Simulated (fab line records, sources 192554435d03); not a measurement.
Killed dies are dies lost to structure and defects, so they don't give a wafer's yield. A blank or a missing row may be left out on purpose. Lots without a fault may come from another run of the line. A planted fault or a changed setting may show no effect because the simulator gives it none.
Split-lot experiment | flow n5_finfet | 7 lots, 39 wafers read, on a route of 1938 steps

THE SPLIT
At N5_BEOL_M1_HM_DEP_02 (deposits TiN, target thk 20 nm), the setting target_thk_a was moved away from the recipe's 200 angstrom on 15 of the 39 wafers read, by -19.5% to +57.9%. The other wafers ran this setting at the recipe's value.

FROM THE SPLIT TO THE READING: what the file shows between them, 4 steps
- N5_BEOL_M1_COAT_61: time 60 s, resist thk 60 nm
- N5_BEOL_M1_COAT_62: time 60 s, resist thk 12 nm
- N5_BEOL_M1_STRIP_75: strips in N2/H2
- N5_BEOL_M1_STRIP_66: strips in CF4

THE READING
etch.depth_nm (the simulator's own value, which no gauge read), in nm, at N5_BEOL_M1_HM_OPEN_17 (chemistry Cl2/BCl3, target TiN, target depth 20 nm, overetch 6 nm). The file gives no usual value for it. The 24 wafers here that ran the recipe average 19.83 nm, standard deviation 0.2 nm.

wafer  | tool, chamber at the split | target_thk_a as run, angstrom | against the recipe | etch.depth_nm, nm | against lot-mates on the recipe
L074.1 | pvd_sputter-01, -          | 200                           | recipe             | 19.81             | -
L074.2 | pvd_sputter-01, -          | 200                           | recipe             | 19.85             | -
L074.3 | pvd_sputter-01, -          | 161                           | -19.5%             | 15.97             | -3.82
L074.4 | pvd_sputter-01, -          | 161                           | -19.5%             | 15.65             | -4.14
L074.5 | pvd_sputter-01, -          | 200                           | recipe             | 19.71             | -
L074.6 | pvd_sputter-01, -          | 161                           | -19.5%             | 15.81             | -3.98
L075.1 | pvd_sputter-02, -          | 200                           | recipe             | 19.69             | -
L075.2 | pvd_sputter-02, -          | 200                           | recipe             | 19.64             | -
L075.3 | pvd_sputter-02, -          | 200                           | recipe             | 19.73             | -
L075.4 | pvd_sputter-02, -          | 200                           | recipe             | 19.49             | -
L075.5 | pvd_sputter-02, -          | 200                           | recipe             | 19.62             | -
L075.6 | pvd_sputter-02, -          | 200                           | recipe             | 19.39             | -
L082.1 | pvd_sputter-03, -          | 200                           | recipe             | 19.84             | -
L082.2 | pvd_sputter-03, -          | 315.7                         | +57.9%             | 26.18             | +6.36
L082.3 | pvd_sputter-03, -          | 200                           | recipe             | 19.86             | -
L082.4 | pvd_sputter-03, -          | 200                           | recipe             | 19.75             | -
L082.5 | pvd_sputter-03, -          | 315.7                         | +57.9%             | 25.76             | +5.94
L082.6 | pvd_sputter-03, -          | 315.7                         | +57.9%             | 26.26             | +6.44
L083.1 | pvd_sputter-01, -          | 200                           | recipe             | 19.85             | -
L083.2 | pvd_sputter-01, -          | 286.8                         | +43.4%             | 26.46             | +6.42
L083.3 | pvd_sputter-01, -          | 200                           | recipe             | 20.06             | -
L083.4 | pvd_sputter-01, -          | 286.8                         | +43.4%             | 25.7              | +5.66
L083.5 | pvd_sputter-01, -          | 200                           | recipe             | 20.2              | -
L083.6 | pvd_sputter-01, -          | 286.8                         | +43.4%             | 25.83             | +5.79
L084.4 | pvd_sputter-03, -          | 200                           | recipe             | 19.76             | -
L084.5 | pvd_sputter-03, -          | 200                           | recipe             | 19.72             | -
L084.6 | pvd_sputter-03, -          | 200                           | recipe             | 19.79             | -
L094.1 | pvd_sputter-02, -          | 304.2                         | +52.1%             | 25.95             | +5.92
L094.2 | pvd_sputter-02, -          | 200                           | recipe             | 19.83             | -
L094.3 | pvd_sputter-02, -          | 200                           | recipe             | 20.23             | -
L094.4 | pvd_sputter-02, -          | 200                           | recipe             | 20.04             | -
L094.5 | pvd_sputter-02, -          | 304.2                         | +52.1%             | 26.39             | +6.36
L094.6 | pvd_sputter-02, -          | 304.2                         | +52.1%             | 25.85             | +5.82
L097.1 | pvd_sputter-01, -          | 200                           | recipe             | 19.98             | -
L097.2 | pvd_sputter-01, -          | 200                           | recipe             | 19.94             | -
L097.3 | pvd_sputter-01, -          | 268                           | +34.0%             | 25.61             | +5.61
L097.4 | pvd_sputter-01, -          | 268                           | +34.0%             | 26.28             | +6.28
L097.5 | pvd_sputter-01, -          | 268                           | +34.0%             | 26.2              | +6.20
L097.6 | pvd_sputter-01, -          | 200                           | recipe             | 20.08             | -

THE FIT
A straight line over all 39 wafers: etch.depth_nm changes by +0.133 nm for each +1% of target_thk_a; r = +0.97; the points scatter about the line by 0.81 nm.
The same after taking each lot's own level away (the mean of its wafers on the recipe; 39 wafers): +0.131 nm for each +1%; r = +0.97; scatter 0.76 nm.
On that fit, the largest move of target_thk_a shifts the reading by 7.6 nm.
The lots' own levels span 19.593 to 20.037 nm, that is 2.2 times the standard deviation above.
So the lot-to-lot level changes the slope little: the two slopes agree.
Check: with one of the wafers moved furthest among these (+57.9%) left out of the fit, the line predicts +7.57 nm for it against its lot-mates. It came out at +6.36 nm against them.

OTHER SPLITS ON THESE WAFERS
These wafers also went through other splits before the reading. Each is held against what the fit with the lots' levels taken away leaves over:
other split on the same wafers               | wafers away from the commonest value | r with etch.depth_nm (lot level and that fit taken away)
N5_FIN_SAQP_PECVD_47 time_s                  | 12                                   | +0.38
N5_STI_FIN_REVEAL_ETCHBACK_08 target_depth_a | 12                                   | -0.01
N5_SD_EPI_N_EPI_21 time_s                    | 12                                   | -0.19
N5_BEOL_M0_CUTY_DESCUM_61 time_s             | 15                                   | -0.19

THE WHOLE CHAIN: every reading that the file lists as answering this split, in the file's order
step                   | what it does                                                      | reading                                                                          | change (the file's fit)                                                          | r (the file's)
N5_BEOL_M1_HM_DEP_02   | deposits TiN, target thk 20 nm                                    | TiN_of_BEOL_M1_HM_DEP_02.thk_nm (the simulator's own value, which no gauge read) | +0.202 nm for each +1% of the setting                                            | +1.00
N5_BEOL_M1_HM_OPEN_17  | chemistry Cl2/BCl3, target TiN, target depth 20 nm, overetch 6 nm | etch.depth_nm (the simulator's own value, which no gauge read)                   | +0.128 nm for each +1% of the setting                                            | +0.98
N5_BEOL_M1_OCD_MEAS_38 |                                                                   | trench_depth_nm                                                                  | not straight: 55.4 at the lowest setting, 55.4 at the recipe, 0.4 at the highest | not given

THE FILE'S OWN FIT
etch.depth_nm changes by +0.128 nm for each +1% of target_thk_a, r = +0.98.
